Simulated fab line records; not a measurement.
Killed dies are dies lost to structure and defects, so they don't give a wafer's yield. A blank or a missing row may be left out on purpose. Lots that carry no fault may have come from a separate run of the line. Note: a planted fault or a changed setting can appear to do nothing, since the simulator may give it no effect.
Comparing a struck lot with a sound one | flow nand harc | 15 steps out of a route of 1159
Sound: wafers L215.1, L215.5, L215.6. Struck: wafers L230.1, L230.2 (left out: L230.4, a lot-mate that was not struck); the cause follows at the end.
For every step that has rows: the tool of each side, followed by ch and its chambers, followed by its first start. Under that, the readings that differ: sound wafers | struck wafers | difference of the means | sigmas: that difference in standard deviations of wafers without a fault.
alike: readings whose means differ by less than 2 such deviations, and words and numbers that are the same on both sides. not compared: withheld readings, readings that some wafer has no value for, bounds like >300 that may hide the same value, and numbers for which the record gives no deviation and whose values overlap.
The two part at a step that has a row with sigmas, a row that says differs or no value, or rows on one side only. Numbers that have no deviation but don't overlap get no sigmas and don't part them. A reading that every wafer of one side lacks parts them only if that side has two wafers or more.

NHARC_P_GATE_DESCUM_13: chemistry O2, time 3 s.
  sound on rie diel-01 ch 2,3, day 5 15:52; struck on rie diel-13 ch 1,2, day 9 08:39
  alike: drypump motor current A, oes product au, rf vpp V, showerhead plenum p Torr, throttle valve pct
  not compared: rf hours counter h
then, 6 steps without rows for these wafers: NHARC_P_GATE_ETCH_14 (etches SiO2 in dHF, target depth 48.8 nm); NHARC_P_GATE_STRIP_15 (strips in SPM, time 780 s); NHARC_P_GATE_PRECLEAN_71 (cleans in SC1); NHARC_P_GATE_SRD_72; NHARC_P_GATE_OXIDE_16 (material SiO2, target thk 3 nm, ox time 392 s); NHARC_P_GATE_CVD_17 (deposits poly-Si, target thk 150 nm, time 900 s).
NHARC_P_GATE_HM_DEP_102: deposits aC, target thk 120 nm.
  sound on acl dep-03 ch 0, day 6 07:52; struck on acl dep-03 ch 0, day 9 22:29
  alike: throttle valve pct
NHARC_P_GATE_DEP_103: deposits SiON, target thk 30 nm.
  sound on pecvd-04 ch 0,1, day 6 08:32; struck on pecvd-01 ch 0,1, day 9 23:10
  alike: heater power w
then, 3 steps without rows for these wafers: NHARC_P_GATE_DEHYDRATE_18 (time 120 s); NHARC_P_GATE_HMDS_19 (time 30 s); NHARC_P_GATE_COAT_20 (resist thk 90 nm).
NHARC_P_GATE_SOFTBAKE_21: time 55 s.
  sound on litho track-04 ch 0, day 6 08:00; struck on litho track-01 ch 0, day 9 23:00
  reading                  | sound                | struck        | difference | sigmas
  heater power total W (W) | 188.54 188.62 188.37 | 322.95 323.08 | +134.50    | +99 or more
next, for these wafers, 1 step has no rows: NHARC_P_GATE_EBR_22.
NHARC_END_SORT_01:
  the record has rows for the sound wafers here (prober-01 ch 0, day 21 18:04) and none for the struck ones

## WHERE THEY PART
First at NHARC_P_GATE_SOFTBAKE_21; last, within this record, at NHARC_END_SORT_01.

WHY: what had been put in by the simulator
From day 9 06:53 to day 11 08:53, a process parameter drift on litho track-01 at NHARC_P_GATE_SOFTBAKE_21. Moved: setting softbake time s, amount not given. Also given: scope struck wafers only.
